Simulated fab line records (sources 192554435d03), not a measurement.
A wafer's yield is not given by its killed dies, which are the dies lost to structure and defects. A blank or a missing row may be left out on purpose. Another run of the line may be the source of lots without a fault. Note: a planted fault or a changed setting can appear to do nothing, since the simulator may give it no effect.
Chamber matching    flow n5_finfet    uv_cure-02 running N5_BEOL_M11_CURE_71: 3 sister chambers
The step cures SiCOH lowk, time 240 s. 3 wafers are shown with their chamber, then 7 later ones without.

EACH WAFER AND ITS CHAMBER
wafer   chamber  wafer_temp_C_max
L077.4  0        386.4
L086.6  2        387.5
L088.2  1        386.2

WAFERS WITHOUT THEIR CHAMBER
wafer   wafer_temp_C_max
L088.3  386.3
L087.1  386.2
L087.2  386.3
L087.3  386.6
L092.2  386.0
L092.4  385.9
L092.6  385.3

THE CHAMBER EACH PASSED THROUGH
wafer   from the rows above           in truth
L088.3  can't be placed: 0 or 1       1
L087.1  can't be placed: 1 or 0       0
L087.2  can't be placed: 0 or 1       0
L087.3  can't be placed: 0 or 1 or 2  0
L092.2  can't be placed: 1 or 0       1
L092.4  can't be placed: 1 or 0       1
L092.6  can't be placed: 1 or 0       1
Placed correctly: 0 of 7. From these rows, 7 cannot be placed; in 7 the true chamber is one of the candidates. Number placed wrongly: 0.
How it was worked out, from the rows above alone: a wafer's distance from a chamber is the root of the sum, over the readings, of the square of ((its reading less the chamber's mean) divided by the reading's scatter). The wafer belongs to the nearest chamber; if the next one is less than 2 further off, it can't be placed. For every chamber, the mean is computed from those of its wafers that are shown. The scatter: root of mean squared gap, hidden wafer to nearest shown wafer, with one shown wafer a chamber.
